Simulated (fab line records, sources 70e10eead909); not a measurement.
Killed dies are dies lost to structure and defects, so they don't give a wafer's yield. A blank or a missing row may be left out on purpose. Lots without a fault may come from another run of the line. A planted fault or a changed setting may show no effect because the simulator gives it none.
Problem report in the 8D (eight disciplines) form, filled by code | flow nand_harc | the parts of the form that need people (team, actions taken, sign-off) are left out

1. THE PROBLEM
heater_power_total_W at NHARC_P_M0_SOFTBAKE_04 reads a mean of 174.35 W on 6 wafers of 2 lots; wafers without a fault read 188.44 W with a standard deviation of 0.13. That is -99 or more standard deviations from the usual mean.
The step: time 55 s.
First seen on wafer L569.1, day 10 00:00, on litho_track-06. The record holds 36 wafers of 12 lots with a number at this step. Rule for "out", or "out of limits": more than 4 standard deviations from the usual mean. The other wafers with a number count as sound.

2. WHAT IT IS AND WHAT IT IS NOT
question                    | is                     | is not
which readings at this step | heater_power_total_W   | -
which lots                  | L569, L570             | L561, L564, L565, L575, L576, L577, L578, L580, L581, L582
which wafers of those lots  | all that have a number | -
read on which tools         | litho_track-06         | litho_track-01, litho_track-04
when                        | from day 10 00:00      | up to then (9 sound wafers); but 21 sound wafers of L575, L576, L577, L578, L580, L581, L582 came after

3. SUSPECTS, AND WHAT RULES EACH OUT
Counting: a tool at a process step up to the reading stays a suspect if it ran every lot that is out and no sound lot after the first of them.
- litho_track-06 at NHARC_P_M0_SOFTBAKE_04 (time 55 s): ruled out as a lasting fault. Sound lots L581 ran on it after its first lot that is out, L569 (day 10 00:00).
Left after counting: nothing in the record.

4. THE CAUSE (what the simulator had put in)
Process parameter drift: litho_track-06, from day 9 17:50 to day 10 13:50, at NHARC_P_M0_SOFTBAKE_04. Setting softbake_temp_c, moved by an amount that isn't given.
Counting ruled it out, wrongly.

5. THE CHAIN OF EFFECTS, in route order
Each row: a reading whose mean over the struck wafers that have a number lies more than 3 standard deviations from the usual. Only readings for which the record gives a usual standard deviation are gone through. hours: the time from each lot's start at the first step in this table that gives one to its start at this step, as a median over the lots. sigmas: the change in usual standard deviations.
hours | step                   | reading              | usual    | on struck wafers | change | sigmas
0     | NHARC_P_M0_SOFTBAKE_04 | heater_power_total_W | 188.44 W | 174.35           | -14.09 | -99 or more
The process steps in it:
- NHARC_P_M0_SOFTBAKE_04: time 55 s.
Later measuring or inspecting steps at which every struck wafer that the step has a row for has a number for every such reading, and none has moved that far: NHARC_END_SORT_01.

6. WHAT WOULD HAVE CAUGHT IT SOONER
In this record the first reading out of limits was taken at day 10 00:00, 6 hours after the fault began at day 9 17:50.
